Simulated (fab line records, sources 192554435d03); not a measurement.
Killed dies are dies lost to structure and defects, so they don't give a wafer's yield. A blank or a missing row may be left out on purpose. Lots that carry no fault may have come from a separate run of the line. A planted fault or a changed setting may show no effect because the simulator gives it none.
Split-lot experiment :: flow n5 finfet :: on a route of 1938 steps: 7 lots, 21 wafers read

## THE SPLIT
At N5_BEOL_M9_ILD_DEP_00 (deposits SiCOH lowk from DEMS/porogen, target thk 308.51 nm, time 58 s), the setting time s was moved away from the recipe's 58 s on 7 of the 21 wafers read, by -11.8% to +11.7%. The other wafers ran this setting at the recipe's value.

## BETWEEN THE SPLIT AND THE READING: the file shows 1 step in between
- N5_BEOL_M9_CURE_71: cures SiCOH lowk, time 240 s

## THE READING
M9_ILD_THK at N5_BEOL_M9_THK_MEAS_01, in nm. Fault-free wafers of this fab line usually give 269 nm, standard deviation 3.6 nm.

wafer: L074.1
tool, chamber at the split: pecvd-01, 0
time s as run, s: 58
against the recipe: recipe
M9_ILD_THK, nm: 269
against lot-mates on the recipe: -

wafer: L074.4
tool, chamber at the split: pecvd-01, 1
time s as run, s: 51.17
against the recipe: -11.8%
M9_ILD_THK, nm: 240
against lot-mates on the recipe: -29

wafer: L074.5
tool, chamber at the split: pecvd-01, 2
time s as run, s: 51.17
against the recipe: -11.8%
M9_ILD_THK, nm: 240
against lot-mates on the recipe: -29

wafer: L080.1
tool, chamber at the split: pecvd-02, 0
time s as run, s: 58
against the recipe: recipe
M9_ILD_THK, nm: 266
against lot-mates on the recipe: -

wafer: L080.3
tool, chamber at the split: pecvd-02, 2
time s as run, s: 64.8
against the recipe: +11.7%
M9_ILD_THK, nm: 297
against lot-mates on the recipe: +31

wafer: L080.6
tool, chamber at the split: pecvd-02, 1
time s as run, s: 64.8
against the recipe: +11.7%
M9_ILD_THK, nm: 300
against lot-mates on the recipe: +34

wafer: L084.1
tool, chamber at the split: pecvd-01, 2
time s as run, s: 58
against the recipe: recipe
M9_ILD_THK, nm: 269
against lot-mates on the recipe: -

wafer: L084.2
tool, chamber at the split: pecvd-01, 1
time s as run, s: 58
against the recipe: recipe
M9_ILD_THK, nm: 272
against lot-mates on the recipe: -

wafer: L084.3
tool, chamber at the split: pecvd-01, 0
time s as run, s: 58
against the recipe: recipe
M9_ILD_THK, nm: 272
against lot-mates on the recipe: -

wafer: L087.2
tool, chamber at the split: pecvd-02, 1
time s as run, s: 62.95
against the recipe: +8.5%
M9_ILD_THK, nm: 289
against lot-mates on the recipe: no lot-mate on the recipe

wafer: L087.3
tool, chamber at the split: pecvd-02, 0
time s as run, s: 62.95
against the recipe: +8.5%
M9_ILD_THK, nm: 286
against lot-mates on the recipe: no lot-mate on the recipe

wafer: L087.6
tool, chamber at the split: pecvd-02, 0
time s as run, s: 62.95
against the recipe: +8.5%
M9_ILD_THK, nm: 289
against lot-mates on the recipe: no lot-mate on the recipe

wafer: L091.1
tool, chamber at the split: pecvd-01, 1
time s as run, s: 58
against the recipe: recipe
M9_ILD_THK, nm: 269
against lot-mates on the recipe: -

wafer: L091.4
tool, chamber at the split: pecvd-01, 0
time s as run, s: 58
against the recipe: recipe
M9_ILD_THK, nm: 277
against lot-mates on the recipe: -

wafer: L091.5
tool, chamber at the split: pecvd-01, 1
time s as run, s: 58
against the recipe: recipe
M9_ILD_THK, nm: 272
against lot-mates on the recipe: -

wafer: L094.1
tool, chamber at the split: pecvd-03, 0
time s as run, s: 58
against the recipe: recipe
M9_ILD_THK, nm: 262
against lot-mates on the recipe: -

wafer: L094.3
tool, chamber at the split: pecvd-03, 2
time s as run, s: 58
against the recipe: recipe
M9_ILD_THK, nm: 268
against lot-mates on the recipe: -

wafer: L094.5
tool, chamber at the split: pecvd-03, 2
time s as run, s: 58
against the recipe: recipe
M9_ILD_THK, nm: 270
against lot-mates on the recipe: -

wafer: L095.3
tool, chamber at the split: pecvd-02, 1
time s as run, s: 58
against the recipe: recipe
M9_ILD_THK, nm: 270
against lot-mates on the recipe: -

wafer: L095.4
tool, chamber at the split: pecvd-02, 1
time s as run, s: 58
against the recipe: recipe
M9_ILD_THK, nm: 272
against lot-mates on the recipe: -

wafer: L095.6
tool, chamber at the split: pecvd-02, 0
time s as run, s: 58
against the recipe: recipe
M9_ILD_THK, nm: 273
against lot-mates on the recipe: -

FIT RESULTS
A straight line over all 21 wafers: M9_ILD_THK changes by +2.4 nm for each +1% of time s; r = +0.98; the points scatter about the line by 3.2 nm.
The same after taking each lot's own level away (the mean of its wafers on the recipe; 18 wafers): +2.62 nm for each +1%; r = +0.99; scatter 2.4 nm.
According to that fit, moving time s by its largest amount changes the reading by 31 nm.
Measured against the standard deviation above, the lots' own levels, which go from 266.0 to 272.7 nm, span 1.9 times it.
Hence the lot-to-lot level has little effect on the slope; both slopes agree.
Check: for one of the wafers moved furthest among these (-11.8%), held out of the fit, the line's prediction against its lot-mates is -31 nm. It came out at -29 nm against them.

## OTHER SPLITS ON THESE WAFERS
Note: prior to the reading, these wafers also went through further splits. Each is held against what the fit with the lots' levels taken away leaves over:
other split on the same wafers: N5_BEOL_M7_ETCH_41 source w
wafers away from the commonest value: 8
r with M9_ILD_THK (lot level and that fit taken away): +0.12

other split on the same wafers: N5_BEOL_M8_ILD_DEP_00 time s
wafers away from the commonest value: 7
r with M9_ILD_THK (lot level and that fit taken away): +0.11

other split on the same wafers: N5_BEOL_M8_EXPOSE_08 dose mj
wafers away from the commonest value: 6
r with M9_ILD_THK (lot level and that fit taken away): -0.23

## THE WHOLE CHAIN: every reading that the file lists as answering this split, in the file's order
step: N5_BEOL_M9_ILD_DEP_00
what it does: deposits SiCOH lowk from DEMS/porogen, target thk 308.51 nm, time 58 s
reading: SiCOH_lowk_of_BEOL_M9_ILD_DEP_00.thk nm (the simulator's own value, which no gauge read)
change (the file's fit): +2.96 nm for each +1% of the setting
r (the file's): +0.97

step: N5_BEOL_M9_CURE_71
what it does: cures SiCOH lowk, time 240 s
reading: SiCOH_lowk_of_BEOL_M9_ILD_DEP_00.thk nm (the simulator's own value, which no gauge read)
change (the file's fit): +2.61 nm for each +1% of the setting
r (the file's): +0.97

step: N5_BEOL_M9_THK_MEAS_01
what it does: 
reading: M9_ILD_THK
change (the file's fit): +2.6 for each +1% of the setting
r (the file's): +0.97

## THE FILE'S OWN FIT
M9_ILD_THK changes by +2.6 nm for each +1% of time s, r = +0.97.
